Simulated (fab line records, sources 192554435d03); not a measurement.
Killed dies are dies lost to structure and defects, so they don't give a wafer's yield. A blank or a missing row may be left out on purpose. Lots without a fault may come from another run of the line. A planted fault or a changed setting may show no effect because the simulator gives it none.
Chamber matching | flow n5_finfet | N5_BEOL_M14_DESCUM_33 on rie_diel-02: 4 sister chambers
The step chemistry O2, time 7.9 s. 20 wafers are shown with their chamber, then 10 later ones without.

WAFERS WITH THEIR CHAMBER
wafer  | chamber | showerhead_plenum_p_Torr (Torr) | throttle_valve_pct (%) | drypump_motor_current_A (A)
L074.1 | 0       | 2.06                            | 20.29                  | 5.3
L074.2 | 1       | 2.00                            | 20.33                  | 5.7
L074.3 | 3       | 2.14                            | 19.87                  | 5.6
L074.4 | 1       | 2.00                            | 20.32                  | 5.7
L074.5 | 0       | 2.06                            | 20.27                  | 5.3
L074.6 | 3       | 2.14                            | 19.89                  | 5.6
L075.2 | 0       | 2.06                            | 20.28                  | 5.3
L075.4 | 3       | 2.14                            | 19.89                  | 5.7
L075.6 | 1       | 2.00                            | 20.32                  | 5.7
L076.1 | 0       | 2.06                            | 20.27                  | 5.3
L076.2 | 3       | 2.14                            | 19.90                  | 5.7
L076.3 | 1       | 1.99                            | 20.32                  | 5.6
L076.4 | 0       | 2.06                            | 20.28                  | 5.3
L076.5 | 1       | 1.99                            | 20.34                  | 5.6
L076.6 | 3       | 2.14                            | 19.89                  | 5.7
L079.1 | 3       | 2.14                            | 19.90                  | 5.6
L079.2 | 0       | 2.06                            | 20.28                  | 5.3
L079.6 | 2       | 2.23                            | 20.35                  | 5.9
L083.1 | 3       | 2.14                            | 19.93                  | 5.6
L083.5 | 2       | 2.22                            | 20.36                  | 5.9

SIGNATURES (means of the wafers above)
reading                  | chamber 0 | chamber 1 | chamber 2 | chamber 3 | scatter within a chamber
showerhead_plenum_p_Torr | 2.0600    | 1.9960    | 2.2250    | 2.1400    | 0.00326
throttle_valve_pct       | 20.2783   | 20.3260   | 20.3550   | 19.8957   | 0.0128
drypump_motor_current_A  | 5.300     | 5.660     | 5.900     | 5.643     | 0.0427
Rule: a wafer's distance from a chamber is the root of the sum, over the readings, of the square of ((its reading less the chamber's mean) divided by the reading's scatter). The wafer belongs to the nearest chamber; if the next one is less than 2 further off, it can't be placed. The scatter: the root of (the sum of the squares of (reading less its chamber's mean) over the shown wafers, divided by (wafers less chambers)).

WAFERS WITHOUT THEIR CHAMBER
wafer  | showerhead_plenum_p_Torr (Torr) | throttle_valve_pct (%) | drypump_motor_current_A (A)
L083.6 | 1.99                            | 20.35                  | 5.7
L086.3 | 2.13                            | 19.93                  | 5.6
L086.4 | 2.22                            | 20.40                  | 5.9
L086.5 | 2.22                            | 20.40                  | 5.9
L094.1 | 2.05                            | 19.91                  | 5.3
L094.5 | 2.21                            | 20.44                  | 5.9
L094.6 | 1.98                            | 20.39                  | 5.6
L096.1 | 2.21                            | 20.43                  | 5.9
L096.3 | 1.98                            | 20.39                  | 5.7
L096.5 | 2.21                            | 20.44                  | 5.9

WHICH CHAMBER EACH WENT THROUGH
wafer  | from the rows above     | in truth
L083.6 | 1                       | 1
L086.3 | 3                       | 3
L086.4 | 2                       | 2
L086.5 | 2                       | 2
L094.1 | can't be placed: 3 or 0 | 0
L094.5 | 2                       | 2
L094.6 | 1                       | 1
L096.1 | 2                       | 2
L096.3 | 1                       | 1
L096.5 | 2                       | 2
Placed correctly: 9 of 10. Can't be placed from these rows: 1 (the true chamber is among the candidates in 1). Placed wrongly: 0.
